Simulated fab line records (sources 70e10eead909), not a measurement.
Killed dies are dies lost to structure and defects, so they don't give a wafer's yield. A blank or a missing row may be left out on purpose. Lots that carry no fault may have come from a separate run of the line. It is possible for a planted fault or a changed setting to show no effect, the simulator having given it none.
8D (eight disciplines) problem report, filled in by code | flow nand_harc | the parts of the form that need people (team, actions taken, sign-off) are left out

## 1. THE PROBLEM
Mean of killed_at_array at NHARC_END_SORT_01: 292 across 4 wafers in 3 lots; on wafers with no fault it is 56 (standard deviation 19). Relative to the usual mean, that is a shift of +12 standard deviations.
First seen on wafer L920.2, day 28 11:53, on prober-02. At this step, 9 wafers from 3 lots have a number in the record. Rule for "out" (also "out of limits"): further than 4 standard deviations from the usual mean. The rest of the wafers with a number are treated as sound.

## 2. WHAT IT IS AND WHAT IT IS NOT
question                    | is                             | is not
which readings at this step | killed_at_array, killed_dies   | killed_at_other, killed_at_periphery, killed_open, killed_short
which lots                  | L920, L921, L922               | -
which wafers of those lots  | L920.2, L921.2, L921.3, L922.2 | L920.1, L920.6, L921.4, L922.1, L922.4
read on which gauges        | prober-01, prober-02           | -
when                        | from day 28 11:53              | up to then (1 sound wafer); but 4 sound wafers of L920, L921, L922 came after

## 3. WHAT RULES OUT EACH SUSPECT
Counting: a tool at a process step up to the reading stays a suspect if it ran every lot that is out. Sound lots after the first of them don't rule it out here, since some wafers of a struck lot are sound.
- the gauge at NHARC_END_SORT_01: ruled out. Those wafers that are out were read across 2 gauges (prober-01, prober-02).
- rie_diel-05 at NHARC_A_CHANNEL_HOLE_D1_ETCH_16 (etches the open film in O2/COS, target depth 3100 nm, time 806 s): kept. It ran every lot that is out, first L920 (day 12 10:40). Out on those wafers are its own readings of run_length_s.
The count leaves rie_diel-05 at NHARC_A_CHANNEL_HOLE_D1_ETCH_16.

## 4. THE CAUSE (what the simulator had put in)
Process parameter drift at NHARC_A_CHANNEL_HOLE_D1_ETCH_16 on rie_diel-05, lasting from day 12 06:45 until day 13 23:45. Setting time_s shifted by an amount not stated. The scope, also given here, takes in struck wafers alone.
This tool alone remained once counting was done.

## 5. THE EFFECT CHAIN, in route order
One row per reading whose mean, taken over the struck wafers that have a number, lies over 3 standard deviations from the usual. Scope: only readings with a usual standard deviation given in the record; hours: median across lots of the time from each lot's start at the first step in this table that gives one to its start at this step; sigmas: change in usual standard deviations.
hours | step                            | reading         | usual   | on struck wafers | change | sigmas
0     | NHARC_A_CHANNEL_HOLE_D1_ETCH_16 | run_length_s    | 827.3 s | 645.9            | -181.4 | -99 or more
379   | NHARC_END_SORT_01               | killed_at_array | 56      | 292              | +236   | +12
379   | NHARC_END_SORT_01               | killed_dies     | 60      | 295              | +235   | +12
It contains these process steps:
- NHARC_A_CHANNEL_HOLE_D1_ETCH_16: etches the open film in O2/COS, target depth 3100 nm, time 806 s.

## 6. HOW IT WOULD HAVE BEEN CAUGHT EARLIER
In this record the first reading out of limits at a measuring or inspecting step was taken at day 28 11:53, 389 hours after the fault began at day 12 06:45.
Tool's own readings at NHARC_A_CHANNEL_HOLE_D1_ETCH_16, run_length_s: out on all struck wafers the step has rows for; an alarm limit on them would have tripped on the first.
By day 28 11:53, every lot that is out (3) had started NHARC_A_CHANNEL_HOLE_D1_ETCH_16 on rie_diel-05. Had the tool been put on hold then, not one of them would have been saved.
